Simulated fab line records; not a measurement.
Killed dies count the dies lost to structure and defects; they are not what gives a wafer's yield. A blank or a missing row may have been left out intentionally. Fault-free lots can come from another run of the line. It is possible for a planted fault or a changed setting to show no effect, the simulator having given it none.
fab line records -- flow n5_finfet
[record] lots = 7, wafers = 21
route steps=1938 shown WELL_APT@21 FIN_SAQP@98 SD_EPI_N@273 SD_EPI_P@296 SD_ACTIVATION@330
start_h: start of the lot's first displayed wafer, in hours after the record's first day -- wait_h: hours from the lot's prior step to this one -- " as in the row above -- L1.1+2: a row that stands for several wafers -- - value missing, or start not given -- * or withheld: withheld -- < > ~ a bound
route shown NAME@n: a module of which the file shows steps, and the number in the route of the first -- usual: mean/standard deviation of fault-free wafers -- same: alike in all rows -- chamber/n: place in a boat -- sites: per-site readings -- _std_site: their standard deviation -- _edge_site: mean of outer sites minus mean of inner sites -- radius_mm: how far each site lies from the wafer's centre -- mask NAME#n: copy n -- behind: the tool/chamber that last shaped the wafer -- hold: what put the lot on hold/how long, in hours/how the hold closed -- device: names the non-switching transistor (n, p or np) -- end of line: at the end of the route, the tests of the same wafers -- a step without rows: its recipe alone -- killed: dies that structure and defects cost at the first sort, which is not the same as the wafer's yield -- map: per-die view of a wafer (x killed, . not killed, _ where there is no die)
set.NAME: the setting that was run; set.NAME@STEP: the one run at that earlier step -- model.NAME: the simulator's own value behind a step, which no gauge read
one table per step and one row per wafer, for lots whose settings were changed on purpose
[[steps]]
[step N5_WELL_APT_COAT_02]
[recipe] spin_rpm = 1357, resist_thk_nm = 950
lot.wafer,tool,chamber,start_h,wait_h,set.spin_rpm,model.coat_of_WELL_APT_COAT_02.thk_nm
L074.3,litho_track-03,0,-,-,1357,945.3
L074.5,litho_track-03,0,-,-,1357,947.6
L074.6,litho_track-03,0,-,-,1357,944.1
L078.2,litho_track-04,0,-,-,1357,953.7
L078.5,litho_track-04,0,-,-,1357,952.8
L078.6,litho_track-04,0,-,-,1357,951
L079.1,litho_track-05,0,-,-,1357,948.6
L079.2,litho_track-05,0,-,-,1207,1009
L079.3,litho_track-05,0,-,-,1357,948.4
L085.1,litho_track-03,0,-,-,1469,916
L085.3,litho_track-03,0,-,-,1469,913.7
L085.6,litho_track-03,0,-,-,1469,913.2
L094.4,litho_track-04,0,-,-,1357,952.7
L094.5,litho_track-04,0,-,-,1357,951.7
L094.6,litho_track-04,0,-,-,1357,952.8
L096.2,litho_track-05,0,-,-,1294,974.7
L096.3,litho_track-05,0,-,-,1294,974.1
L096.6,litho_track-05,0,-,-,1294,976.8
L097.2,litho_track-04,0,-,-,1357,951
L097.3,litho_track-04,0,-,-,1357,950.2
L097.4,litho_track-04,0,-,-,1281,981
[step N5_FIN_SAQP_PECVD_47]
[recipe] material = a-Si, target_thk_a = 450, temp_c = 400, precursor = SiH4/He, pressure_torr = 3, rf_w = 100, time_s = 36.3
lot.wafer,tool,chamber,start_h,wait_h,set.time_s,model.a-Si_of_FIN_SAQP_PECVD_47.thk_nm
L074.3,pecvd-04,1,22.75,0.1,36.3,45.59
L074.5,pecvd-04,0,22.75,0.1,33.13,41.11
L074.6,pecvd-04,1,22.75,0.1,36.3,45.61
L078.2,pecvd-04,0,46.40,0.0,36.3,44.45
L078.5,pecvd-04,1,46.40,0.0,36.3,45.35
L078.6,pecvd-04,0,46.40,0.0,36.3,44.7
L079.1,pecvd-04,0,52.07,0.0,36.3,44.5
L079.2,pecvd-04,2,52.07,0.0,41.03,52.22
L079.3,pecvd-04,1,52.07,0.0,41.03,51.11
L085.1,pecvd-04,1,87.60,0.0,33.56,42.3
L085.3,pecvd-04,2,87.60,0.0,36.3,46.75
L085.6,pecvd-04,1,87.60,0.0,33.56,42.7
L094.4,pecvd-01,2,140.85,0.1,36.3,45.18
L094.5,pecvd-01,1,140.85,0.1,36.3,44.24
L094.6,pecvd-01,0,140.85,0.1,36.3,44.06
L096.2,pecvd-01,1,154.37,0.1,36.3,44.51
L096.3,pecvd-01,0,154.37,0.1,41.02,50
L096.6,pecvd-01,1,154.37,0.1,41.02,51.51
L097.2+4,pecvd-02,1,159.56,0.0,37.99,46.59
L097.3,pecvd-02,2,159.56,0.0,36.3,45.63
[step N5_FIN_SAQP_PECVD_06]
[recipe] material = a-Si, target_thk_a = 600, temp_c = 400, precursor = SiH4/He, pressure_torr = 3, rf_w = 100, time_s = 48.1
lot.wafer,tool,chamber,start_h,wait_h,set.time_s,model.a-Si_of_FIN_SAQP_PECVD_06.thk_nm
L074.3,pecvd-04,1,22.88,0.0,54.63,68.07
L074.5,pecvd-04,0,22.88,0.0,54.63,68.85
L074.6,pecvd-04,1,22.88,0.0,48.1,60.58
L078.2,pecvd-04,0,46.52,0.0,48.1,58.72
L078.5,pecvd-04,1,46.52,0.0,48.1,59.95
L078.6,pecvd-04,0,46.52,0.0,48.1,60.49
L079.1,pecvd-04,0,52.15,0.0,48.1,59.77
L079.2,pecvd-04,2,52.15,0.0,48.1,60.62
L079.3,pecvd-04,1,52.15,0.0,48.1,59.59
L085.1,pecvd-04,1,87.68,0.0,48.1,59.42
L085.3,pecvd-04,2,87.68,0.0,48.1,59.97
L085.6,pecvd-04,1,87.68,0.0,42.25,52.11
L094.4,pecvd-01,2,140.94,0.0,41.65,53.06
L094.5,pecvd-01,1,140.94,0.0,48.1,60.45
L094.6,pecvd-01,0,140.94,0.0,41.65,52.72
L096.2,pecvd-01,1,154.45,0.0,48.1,59.22
L096.3,pecvd-01,0,154.45,0.0,48.1,59.24
L096.6,pecvd-01,1,154.45,0.0,41.42,51.61
L097.2,pecvd-02,1,159.68,0.0,48.1,60.21
L097.3,pecvd-02,2,159.68,0.0,48.1,59.66
L097.4,pecvd-02,1,159.68,0.0,48.1,60.4
[step N5_FIN_SAQP_THK_MEAS_07]
[usual] thk_nm = 60.0/0.78
lot.wafer,tool,chamber,start_h,wait_h,set.time_s@FIN_SAQP_PECVD_06,thk_nm
L074.3,film_metro-01,-,22.97,0.1,54.63,68.1
L074.5,film_metro-01,-,22.97,0.1,54.63,68.8
L074.6,film_metro-01,-,22.97,0.1,48.1,60.6
L078.2,film_metro-01,-,46.64,0.1,48.1,58.7
L078.5,film_metro-01,-,46.64,0.1,48.1,59.9
L078.6,film_metro-01,-,46.64,0.1,48.1,60.5
L079.1,film_metro-01,-,52.24,0.1,48.1,59.8
L079.2,film_metro-01,-,52.24,0.1,48.1,60.6
L079.3,film_metro-01,-,52.24,0.1,48.1,59.6
L085.1,film_metro-02,-,87.77,0.1,48.1,59.4
L085.3,film_metro-02,-,87.77,0.1,48.1,60.0
L085.6,film_metro-02,-,87.77,0.1,42.25,52.2
L094.4,film_metro-01,-,141.00,0.0,41.65,53.1
L094.5,film_metro-01,-,141.00,0.0,48.1,60.5
L094.6,film_metro-01,-,141.00,0.0,41.65,52.7
L096.2,film_metro-02,-,154.54,0.1,48.1,59.2
L096.3,film_metro-02,-,154.54,0.1,48.1,59.3
L096.6,film_metro-02,-,154.54,0.1,41.42,51.7
L097.2,film_metro-01,-,159.80,0.1,48.1,60.2
L097.3,film_metro-01,-,159.80,0.1,48.1,59.6
L097.4,film_metro-01,-,159.80,0.1,48.1,60.4
[step N5_FIN_SAQP_HM_DEP_72]
[recipe] material = SiO2, target_thk_a = 120, temp_c = 400, precursor = SiH4/N2O, pressure_torr = 0.75, rf_w = 275, time_s = 7.2
[step N5_FIN_SAQP_COAT_49]
[recipe] resist = SOC, temp_c = 250, time_s = 60, spin_rpm = 1500, resist_thk_nm = 100
[step N5_FIN_SAQP_HM_OPEN_73]
[recipe] chemistry = CHF3/O2, target = SiO2, stop_on = a-Si, target_depth_a = 120, over_etch_frac = 1.8, mask_material = SOC, time_s = 16.8, pressure_mtorr = 30, source_w = 650, bias_w = 170, Ar_flow_sccm = 200, CHF3_flow_sccm = 50, O2_flow_sccm = 5, ion_energy_ev = 200, ends = end_point
[step N5_FIN_SAQP_STRIP_74]
[recipe] chemistry = CHF3/O2, resist = SiARC, rf_frequency_hz = 6e+07
[step N5_FIN_SAQP_MANDREL_ETCH_22]
[recipe] target_depth_a = 600, chemistry = HBr/Cl2, target = a-Si, stop_on = SiNx, bt_time_s = 10, over_etch_frac = 0.5, time_s = 30, pressure_mtorr = 10, icp_w = 800, bias_w = 75, HBr_flow_sccm = 150, Cl2_flow_sccm = 80, ends = end_point
lot.wafer,tool,chamber,start_h,wait_h,set.time_s@FIN_SAQP_PECVD_06,model.etch.depth_nm
L074.3,rie_si-05,1,23.83,0.0,54.63,68.07
L074.5,rie_si-05,1,23.83,0.0,54.63,68.81
L074.6,rie_si-05,0,23.83,0.0,48.1,60.58
L078.2,rie_si-05,3,47.50,0.0,48.1,58.72
L078.5,rie_si-05,1,47.50,0.0,48.1,59.95
L078.6,rie_si-05,0,47.50,0.0,48.1,60.48
L079.1,rie_si-05,2,53.06,0.0,48.1,59.77
L079.2,rie_si-05,3,53.06,0.0,48.1,60.62
L079.3,rie_si-05,0,53.06,0.0,48.1,59.58
L085.1,rie_si-06,0,88.64,0.0,48.1,59.42
L085.3,rie_si-06,2,88.64,0.0,48.1,59.96
L085.6,rie_si-06,2,88.64,0.0,42.25,52.11
L094.4,rie_si-05,2,141.93,0.0,41.65,53.06
L094.5,rie_si-05,0,141.93,0.0,48.1,60.45
L094.6,rie_si-05,1,141.93,0.0,41.65,52.72
L096.2,rie_si-05,2,155.43,0.0,48.1,59.22
L096.3,rie_si-05,0,155.43,0.0,48.1,59.24
L096.6,rie_si-05,0,155.43,0.0,41.42,51.61
L097.2,rie_si-05,2,160.54,0.0,48.1,60.21
L097.3,rie_si-05,3,160.54,0.0,48.1,59.66
L097.4,rie_si-05,1,160.54,0.0,48.1,60.36
[step N5_FIN_SAQP_STRIP_55]
[recipe] chemistry = N2/H2, power_w = 500, temp_c = 40, pressure_mtorr = 50, rf_frequency_hz = 6e+07, overash_fraction = 0.3, bias_power_w = 28, h2_frac = 0.5, n2_flow_sccm = 300, h2_flow_sccm = 300
[step N5_FIN_SAQP_STRIP_23]
[recipe] chemistry = SPM, time_s = 750, temp_c = 130, h2so4_h2o2_vol_ratio = 4
[step N5_FIN_SAQP_SRD_66]
[recipe] dry = ipa_marangoni, time_s = 30, temp_c = 23, rinse_liquid = diw
[step N5_FIN_SAQP_RECESS_75]
[recipe] chemistry = HF/NH3, target = SiO2, target_depth_a = 144, afs_cycles = 3, temp_c = 30, sublimation_temp_c = 180, sublimation_time_s = 60
[step N5_FIN_SAQP_SPACER1_ALD_24]
[recipe] material = SiO2, target_thk_a = 203, temp_c = 300, ald_precursor_family = BDEAS, ald_co_reactant = O2-plasma, pulse_time_s = 1, purge_time_s = 2, co_reactant_purge_time_s = 2, ald_cycles = 218, pressure_torr = 2
lot.wafer,tool,chamber,start_h,wait_h,set.time_s@FIN_SAQP_PECVD_06,model.a-Si_of_FIN_SAQP_PECVD_06.thk_nm
L074.3,ald_sin-02,1,24.64,0.1,54.63,67.8
L074.5,ald_sin-02,2,24.64,0.1,54.63,68.6
L074.6,ald_sin-02,1,24.64,0.1,48.1,60.4
L078.2,ald_sin-04,0,48.30,0.3,48.1,58.6
L078.5,ald_sin-04,3,48.30,0.3,48.1,59.8
L078.6,ald_sin-04,2,48.30,0.3,48.1,60.2
L079.1,ald_sin-04,1,54.32,0.7,48.1,59.6
L079.2,ald_sin-04,2,54.32,0.7,48.1,60.4
L079.3,ald_sin-04,3,54.32,0.7,48.1,59.4
L085.1,ald_sin-04,1,89.45,0.3,48.1,59.2
L085.3,ald_sin-04,0,89.45,0.3,48.1,59.8
L085.6,ald_sin-04,0,89.45,0.3,42.25,52
L094.4,ald_sin-02,0,142.74,0.1,41.65,52.8
L094.5,ald_sin-02,1,142.74,0.1,48.1,60.2
L094.6,ald_sin-02,2,142.74,0.1,41.65,52.6
L096.2+3,ald_sin-04,"1,0",156.26,0.3,48.1,59
L096.6,ald_sin-04,2,156.26,0.3,41.42,51.4
L097.2,ald_sin-03,3,161.77,0.7,48.1,60
L097.3,ald_sin-03,1,161.77,0.7,48.1,59.4
L097.4,ald_sin-03,0,161.77,0.7,48.1,60.2
[step N5_FIN_SAQP_ETCH_65]
[recipe] chemistry = CF4, target = SiO2, target_depth_a = 40, ion_energy_ev = 350, time_s = 4.4, pressure_mtorr = 10, icp_w = 800, bias_w = 400, cf4_flow_sccm = 80
lot.wafer,tool,chamber,start_h,wait_h,set.time_s
L074.3+5+6,rie_si-04,"1,3,0",25.71,0.1,4.4
L078.2+5+6,rie_si-06,"1,1,0",49.42,0.1,4.4
L079.1,rie_si-04,0,55.58,0.1,3.843
L079.2+3,rie_si-04,"2,1",55.58,0.1,4.4
L085.1+3+6,rie_si-05,"2,0,1",90.52,0.1,4.4
L094.4+5+6,rie_si-04,"0,3,2",143.94,0.1,4.4
L096.2+3+6,rie_si-06,"1,3,0",157.72,0.1,4.4
L097.2+3+4,rie_si-05,"2,1,0",162.95,0.1,4.4
[step N5_FIN_SAQP_MANDREL_ETCH_58]
[recipe] chemistry = HBr/Cl2, target = a-Si, target_depth_a = 450, bt_time_s = 10, stop_on = SiNx, mask_material = SiO2, over_etch_frac = 0.8, time_s = 27, pressure_mtorr = 10, icp_w = 800, bias_w = 75, HBr_flow_sccm = 150, Cl2_flow_sccm = 80, ends = end_point
[usual] oes_product_au = 0.695/0.014
lot.wafer,tool,chamber,start_h,wait_h,set.time_s@FIN_SAQP_PECVD_47,oes_product_au,model.etch.depth_nm
L074.3,rie_si-04,1,25.74,0.0,36.3,0.699,45.59
L074.5,rie_si-04,3,25.74,0.0,33.13,0.660,41.11
L074.6,rie_si-04,0,25.74,0.0,36.3,0.685,45.61
L078.2,rie_si-06,1,49.45,0.0,36.3,0.695,44.45
L078.5,rie_si-06,1,49.45,0.0,36.3,0.700,45.35
L078.6,rie_si-06,0,49.45,0.0,36.3,0.688,44.7
L079.1,rie_si-04,0,55.61,0.0,36.3,0.674,44.5
L079.2,rie_si-04,2,55.61,0.0,41.03,0.752,52.22
L079.3,rie_si-04,1,55.61,0.0,41.03,0.745,51.11
L085.1,rie_si-05,2,90.55,0.0,33.56,0.684,42.3
L085.3,rie_si-05,0,90.55,0.0,36.3,0.699,46.75
L085.6,rie_si-05,1,90.55,0.0,33.56,0.699,42.7
L094.4,rie_si-04,0,143.98,0.0,36.3,0.683,45.18
L094.5,rie_si-04,3,143.98,0.0,36.3,0.687,44.24
L094.6,rie_si-04,2,143.98,0.0,36.3,0.679,44.06
L096.2,rie_si-06,1,157.75,0.0,36.3,0.689,44.51
L096.3,rie_si-06,3,157.75,0.0,41.02,0.746,50
L096.6,rie_si-06,0,157.75,0.0,41.02,0.738,51.51
L097.2,rie_si-05,2,162.98,0.0,37.99,0.724,46.59
L097.3,rie_si-05,1,162.98,0.0,36.3,0.713,45.63
L097.4,rie_si-05,0,162.98,0.0,37.99,0.699,46.59
[step N5_SD_EPI_N_DESCUM_14]
[recipe] chemistry = O2, time_s = 7.9, source_power_w = 50, bias_power_w = 20, pressure_mtorr = 20, rf_frequency_hz = 2.712e+07, temp_c = 40, resist = CAR-ArF-block, o2_flow_sccm = 225
lot.wafer,tool,chamber,start_h,wait_h,set.time_s,model.CAR-ArF-block_of_SD_EPI_N_COAT_03.thk_nm
L074.3,rie_diel-02,3,50.36,0.0,7.9,143.8
L074.5,rie_diel-02,1,50.36,0.0,8.463,143.6
L074.6,rie_diel-02,0,50.36,0.0,7.9,143.6
L078.2+5,rie_diel-04,0,73.09,0.1,7.9,143.6
L078.6,rie_diel-04,3,73.09,0.1,7.9,144
L079.1,rie_diel-04,2,79.96,0.0,7.9,144
L079.2,rie_diel-04,3,79.96,0.0,9.028,143.2
L079.3,rie_diel-04,1,79.96,0.0,7.9,144.4
L085.1,rie_diel-02,2,115.19,0.5,7.9,143
L085.3,rie_diel-02,1,115.19,0.5,7.9,142.8
L085.6,rie_diel-02,2,115.19,0.5,9.299,142.2
L094.4,rie_diel-04,3,168.38,0.0,6.81,144.2
L094.5,rie_diel-04,2,168.38,0.0,6.81,144.6
L094.6,rie_diel-04,3,168.38,0.0,7.9,143.2
L096.2,rie_diel-01,2,181.45,0.2,9.605,142.4
L096.3,rie_diel-01,3,181.45,0.2,7.9,143.4
L096.6,rie_diel-01,3,181.45,0.2,9.605,142.6
L097.2,rie_diel-01,0,185.95,0.0,7.9,143.4
L097.3,rie_diel-01,2,185.95,0.0,7.9,143.8
L097.4,rie_diel-01,1,185.95,0.0,7.9,143.6
[step N5_SD_EPI_N_ETCH_34]
[recipe] chemistry = CF4, target = SiARC, target_depth_a = 455, mask_material = CAR-ArF-block, time_s = 75.8, ion_energy_ev = 80, pressure_mtorr = 40, source_w = 545, bias_w = 36, Ar_flow_sccm = 100, cf4_flow_sccm = 100, ends = cleared
lot.wafer,tool,chamber,start_h,wait_h,set.time_s@SD_EPI_N_DESCUM_14,model.CAR-ArF-block_of_SD_EPI_N_COAT_03.thk_nm
L074.3+6,rie_diel-02,"3,0",50.39,0.0,7.9,111.2
L074.5,rie_diel-02,1,50.39,0.0,8.463,111.2
L078.2+5,rie_diel-04,0,73.12,0.0,7.9,111
L078.6,rie_diel-04,3,73.12,0.0,7.9,111.4
L079.1,rie_diel-04,2,80.00,0.0,7.9,111.6
L079.2,rie_diel-04,3,80.00,0.0,9.028,110.6
L079.3,rie_diel-04,1,80.00,0.0,7.9,112
L085.1,rie_diel-02,2,115.22,0.0,7.9,110.6
L085.3,rie_diel-02,1,115.22,0.0,7.9,110.4
L085.6,rie_diel-02,2,115.22,0.0,9.299,109.6
L094.4,rie_diel-04,3,168.41,0.0,6.81,111.8
L094.5,rie_diel-04,2,168.41,0.0,6.81,112
L094.6,rie_diel-04,3,168.41,0.0,7.9,110.8
L096.2,rie_diel-01,2,181.49,0.0,9.605,110
L096.3,rie_diel-01,3,181.49,0.0,7.9,111.2
L096.6,rie_diel-01,3,181.49,0.0,9.605,110.2
L097.2+4,rie_diel-01,"0,1",185.99,0.0,7.9,111
L097.3,rie_diel-01,2,185.99,0.0,7.9,111.2
[step N5_SD_EPI_N_EPI_21]
[recipe] material = Si:P, dopant = P, temp_c = 680, pressure_torr = 255, time_s = 690
lot.wafer,tool,chamber,start_h,wait_h,set.epi_growth_time_s,model.Si-P_of_SD_EPI_N_EPI_21.thk_nm
L074.3,epi_rpcvd-02,0,52.61,0.7,690,59.6
L074.5,epi_rpcvd-02,0,52.61,0.7,690,58.6
L074.6,epi_rpcvd-02,0,52.61,0.7,690,59.2
L078.2+6,epi_rpcvd-02,0,75.04,0.4,690,58.8
L078.5,epi_rpcvd-02,0,75.04,0.4,690,59.2
L079.1+2,epi_rpcvd-02,0,81.67,0.1,690,58.6
L079.3,epi_rpcvd-02,0,81.67,0.1,724.2,60.8
L085.1,epi_rpcvd-02,0,117.04,0.2,690,59.4
L085.3,epi_rpcvd-02,0,117.04,0.2,690,59
L085.6,epi_rpcvd-02,0,118.91,1.9,620.3,54.8
L094.4,epi_rpcvd-03,0,171.43,1.2,690,59
L094.5,epi_rpcvd-03,0,171.43,1.2,690,58.8
L094.6,epi_rpcvd-03,0,171.43,1.2,630.2,55.6
L096.2,epi_rpcvd-02,0,183.69,0.5,690,58.8
L096.3,epi_rpcvd-02,0,183.69,0.5,690,59
L096.6,epi_rpcvd-02,0,185.18,1.9,710.4,60.4
L097.2,epi_rpcvd-03,0,188.18,0.5,690,58.2
L097.3,epi_rpcvd-03,0,188.18,0.5,690,59.8
L097.4,epi_rpcvd-03,0,188.18,0.5,690,59
[step N5_SD_EPI_P_COAT_35]
[recipe] resist = SiARC, temp_c = 220, time_s = 60, spin_rpm = 1500, resist_thk_nm = 35
lot.wafer,tool,chamber,start_h,wait_h,set.spin_rpm,model.SiARC_of_SD_EPI_P_COAT_35.thk_nm
L074.3,litho_track-01,0,-,-,1500,35
L074.5,litho_track-01,0,-,-,1557,34.4
L074.6,litho_track-01,0,-,-,1557,34.2
L078.2+5+6,litho_track-03,0,-,-,1500,35.2
L079.1+2+3,litho_track-03,0,-,-,1500,35
L085.1,litho_track-02,0,-,-,1667,33.2
L085.3,litho_track-02,0,-,-,1500,35
L085.6,litho_track-02,0,-,-,1667,33
L094.4+6,litho_track-03,0,-,-,1500,34.8
L094.5,litho_track-03,0,-,-,1546,34.4
L096.2+3+6,litho_track-03,0,-,-,1656,33.4
L097.2+3,litho_track-03,0,-,-,1388,36.2
L097.4,litho_track-03,0,-,-,1500,34.8
[step N5_SD_EPI_P_COAT_03]
[recipe] resist = CAR-ArF-block, spin_rpm = 1500, resist_thk_nm = 150
[step N5_SD_EPI_P_EBR_05]
[recipe] solvent = PGMEA, ebr_width_mm = 1.5
[step N5_SD_EPI_P_DESCUM_14]
[recipe] chemistry = O2, time_s = 7.9, source_power_w = 50, bias_power_w = 20, pressure_mtorr = 20, rf_frequency_hz = 2.712e+07, temp_c = 40, resist = CAR-ArF-block, o2_flow_sccm = 225
[step N5_SD_EPI_P_ETCH_36]
[recipe] chemistry = CF4, target = SiARC, target_depth_a = 455, mask_material = CAR-ArF-block, time_s = 75.8, ion_energy_ev = 80, pressure_mtorr = 40, source_w = 545, bias_w = 36, Ar_flow_sccm = 100, cf4_flow_sccm = 100, ends = cleared
lot.wafer,tool,chamber,start_h,wait_h,set.spin_rpm@SD_EPI_P_COAT_35,model.etch.depth_nm,model.CAR-ArF-block_of_SD_EPI_P_COAT_03.thk_nm
L074.3,rie_diel-06,2,54.98,0.0,1500,35.03,110.6
L074.5,rie_diel-06,3,54.98,0.0,1557,34.43,111.6
L074.6,rie_diel-06,0,54.98,0.0,1557,34.26,111
L078.2,rie_diel-03,3,77.56,0.0,1500,35.23,110.6
L078.5,rie_diel-03,2,77.56,0.0,1500,35.27,111
L078.6,rie_diel-03,3,77.56,0.0,1500,35.18,110.8
L079.1,rie_diel-03,1,84.44,0.0,1500,35.09,110.8
L079.2,rie_diel-03,0,84.44,0.0,1500,35.02,110.6
L079.3,rie_diel-03,2,84.44,0.0,1500,35.02,110.8
L085.1,rie_diel-05,0,120.68,0.0,1667,33.11,113
L085.3,rie_diel-05,2,120.68,0.0,1500,34.95,111
L085.6,rie_diel-05,2,120.68,0.0,1667,33.08,113.2
L094.4,rie_diel-06,0,174.13,0.0,1500,34.85,110.2
L094.5,rie_diel-06,1,174.13,0.0,1546,34.4,110.8
L094.6,rie_diel-06,3,174.13,0.0,1500,34.87,110.2
L096.2,rie_diel-03,0,186.67,0.0,1656,33.41,112.6
L096.3,rie_diel-03,1,186.67,0.0,1656,33.35,112.8
L096.6,rie_diel-03,0,186.67,0.0,1656,33.36,112.4
L097.2,rie_diel-03,0,191.36,0.0,1388,36.15,109.6
L097.3,rie_diel-03,1,191.36,0.0,1388,36.21,109.8
L097.4,rie_diel-03,2,191.36,0.0,1500,34.85,111
[step N5_SD_EPI_P_ETCH_37]
[recipe] chemistry = N2/H2, target = SOC, overetch_a = 1080, mask_material = SiARC, temp_c = 40, ion_energy_ev = 100, source_w = 3000, bias_w = 133, pressure_mtorr = 20, time_s = 486, n2_flow_sccm = 200, h2_flow_sccm = 200, ends = end_point
[step N5_SD_EPI_P_STRIP_38]
[recipe] chemistry = N2/H2, temp_c = 40, n2_flow_sccm = 200, h2_flow_sccm = 200, rf_frequency_hz = 6e+07
[step N5_SD_EPI_P_EPI_21]
[recipe] material = SiGe:B, dopant = B, temp_c = 550, pressure_torr = 20, ambient = H2, time_s = 355
[step N5_SD_EPI_P_HM_STRIP_48]
[recipe] chemistry = H3PO4, temp_c = 160, material = SiNx, target = SiNx, target_depth_a = 30, overetch_fraction = 0.3
lot.wafer,tool,chamber,start_h,wait_h,set.epi_growth_time_s@SD_EPI_N_EPI_21,model.Si-P_of_SD_EPI_N_EPI_21.thk_nm
L074.3,wet_bench-02,0,58.79,0.0,690,59
L074.5,wet_bench-02,4,58.79,0.0,690,58
L074.6,wet_bench-02,5,58.79,0.0,690,58.4
L078.2+6,wet_bench-06,"4,3",81.17,0.0,690,58
L078.5,wet_bench-06,6,81.17,0.0,690,58.4
L079.1+2,wet_bench-06,"0,1",90.00,0.0,690,58
L079.3,wet_bench-06,5,90.00,0.0,724.2,60
L085.1,wet_bench-02,1,124.30,0.0,690,58.8
L085.3,wet_bench-02,2,124.30,0.0,690,58.4
L085.6,wet_bench-02,6,124.30,0.0,620.3,54.2
L094.4,wet_bench-06,6,178.50,0.0,690,58.4
L094.5,wet_bench-06,0,178.50,0.0,690,58.2
L094.6,wet_bench-06,3,178.50,0.0,630.2,55
L096.2,wet_bench-05,1,191.07,0.0,690,58.2
L096.3,wet_bench-05,5,191.07,0.0,690,58.4
L096.6,wet_bench-05,7,191.07,0.0,710.4,59.8
L097.2,wet_bench-06,5,195.74,0.0,690,57.6
L097.3,wet_bench-06,4,195.74,0.0,690,59.2
L097.4,wet_bench-06,0,195.74,0.0,690,58.4
[step N5_SD_EPI_P_SRD_49]
[recipe] dry = ipa_marangoni, time_s = 30, temp_c = 23, rinse_liquid = diw
[step N5_SD_EPI_P_PRECLEAN_24]
[recipe] chemistry = O3/DIW, time_s = 45, temp_c = 22, o3_ppm = 10
[step N5_SD_ACTIVATION_RTA_00]
[recipe] temp_c = 975, time_s = 0, ambient = N2, idle_temp_c = 600, ramp_up_c_per_s = 150, ramp_down_c_per_s = 60, cool_to_c = 600
[step N5_SD_ACTIVATION_LSA_01]
[recipe] temp_c = 1080, time_s = 0.0008, ambient = N2
[step N5_SD_ACTIVATION_RS_MEAS_03]
[recipe] thk_meas_gauge = four-point-probe
[usual] RS_SD_N = 21.99/0.26, RS_SD_P = 56.2/0.95
lot.wafer,tool,chamber,start_h,wait_h,set.epi_growth_time_s@SD_EPI_N_EPI_21,RS_SD_N[ohm/sq],RS_SD_P[ohm/sq]
L074.3,film_metro-01,-,59.41,0.2,690,21.75,55.4
L074.5,film_metro-01,-,59.41,0.2,690,21.91,55.4
L074.6,film_metro-01,-,59.41,0.2,690,21.83,55.7
L078.2,film_metro-02,-,81.76,0.2,690,22.11,57.1
L078.5,film_metro-02,-,81.76,0.2,690,21.96,57.9
L078.6,film_metro-02,-,81.76,0.2,690,21.86,56.8
L079.1,film_metro-02,-,90.71,0.2,690,22.09,56.5
L079.2,film_metro-02,-,90.71,0.2,690,21.83,55.7
L079.3,film_metro-02,-,90.71,0.2,724.2,21.29,56.8
L085.1,film_metro-01,-,124.88,0.2,690,21.61,58.3
L085.3,film_metro-01,-,124.88,0.2,690,21.97,57.1
L085.6,film_metro-01,-,124.88,0.2,620.3,23.63,57.4
L094.4,film_metro-01,-,179.14,0.1,690,22.05,56.4
L094.5,film_metro-01,-,179.14,0.1,690,21.98,57.8
L094.6,film_metro-01,-,179.14,0.1,630.2,23.07,56.9
L096.2,film_metro-02,-,191.67,0.2,690,22.10,54.6
L096.3,film_metro-02,-,191.67,0.2,690,22.03,54.9
L096.6,film_metro-02,-,191.67,0.2,710.4,21.61,54.4
L097.2,film_metro-02,-,196.36,0.2,690,22.38,54.9
L097.3,film_metro-02,-,196.36,0.2,690,21.82,55.3
L097.4,film_metro-02,-,196.36,0.2,690,22.08,55.9
[[key]]
[split] step = N5_WELL_APT_COAT_02, setting = spin_rpm, stated = 1357, by = wafer
[response] step = N5_WELL_APT_COAT_02, reading = model.coat_of_WELL_APT_COAT_02.thk_nm, change = -5.46, per = 1%, r = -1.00
[split] step = N5_FIN_SAQP_PECVD_47, setting = time_s, stated = 36.3, by = wafer
[response] step = N5_FIN_SAQP_PECVD_47, reading = model.a-Si_of_FIN_SAQP_PECVD_47.thk_nm, change = +0.507, per = 1%, r = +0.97
[response] step = N5_FIN_SAQP_MANDREL_ETCH_58, reading = oes_product_au, change = +0.00404, per = 1%, r = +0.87
[response] step = N5_FIN_SAQP_MANDREL_ETCH_58, reading = model.etch.depth_nm, change = +0.507, per = 1%, r = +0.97
[split] step = N5_FIN_SAQP_PECVD_06, setting = time_s, stated = 48.1, by = wafer
[response] step = N5_FIN_SAQP_PECVD_06, reading = model.a-Si_of_FIN_SAQP_PECVD_06.thk_nm, change = +0.577, per = 1%, r = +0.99
[response] step = N5_FIN_SAQP_THK_MEAS_07, reading = thk_nm, change = *, per = 1%, r = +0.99
[response] step = N5_FIN_SAQP_MANDREL_ETCH_22, reading = model.etch.depth_nm, change = +0.576, per = 1%, r = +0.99
[response] step = N5_FIN_SAQP_SPACER1_ALD_24, reading = model.a-Si_of_FIN_SAQP_PECVD_06.thk_nm, change = +0.572, per = 1%, r = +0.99
[split] step = N5_FIN_SAQP_ETCH_65, setting = time_s, stated = 4.4, by = wafer
response none clear
[split] step = N5_SD_EPI_N_DESCUM_14, setting = time_s, stated = 7.9, by = wafer
[response] step = N5_SD_EPI_N_DESCUM_14, reading = model.CAR-ArF-block_of_SD_EPI_N_COAT_03.thk_nm, change = -0.0518, per = 1%, r = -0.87
[response] step = N5_SD_EPI_N_ETCH_34, reading = model.CAR-ArF-block_of_SD_EPI_N_COAT_03.thk_nm, change = -0.0588, per = 1%, r = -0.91
[split] step = N5_SD_EPI_N_EPI_21, setting = epi_growth_time_s, stated = 690, by = wafer
[response] step = N5_SD_EPI_N_EPI_21, reading = model.Si-P_of_SD_EPI_N_EPI_21.thk_nm, change = +0.42, per = 1%, r = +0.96
[response] step = N5_SD_EPI_P_HM_STRIP_48, reading = model.Si-P_of_SD_EPI_N_EPI_21.thk_nm, change = +0.415, per = 1%, r = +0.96
[response] step = N5_SD_ACTIVATION_RS_MEAS_03, reading = RS_SD_N, change = -0.154, per = 1%, r = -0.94
[split] step = N5_SD_EPI_P_COAT_35, setting = spin_rpm, stated = 1500, by = wafer
[response] step = N5_SD_EPI_P_COAT_35, reading = model.SiARC_of_SD_EPI_P_COAT_35.thk_nm, change = -0.174, per = 1%, r = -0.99
[response] step = N5_SD_EPI_P_ETCH_36, reading = model.etch.depth_nm, change = -0.17, per = 1%, r = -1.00
[response] step = N5_SD_EPI_P_ETCH_36, reading = model.CAR-ArF-block_of_SD_EPI_P_COAT_03.thk_nm, change = +0.185, per = 1%, r = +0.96
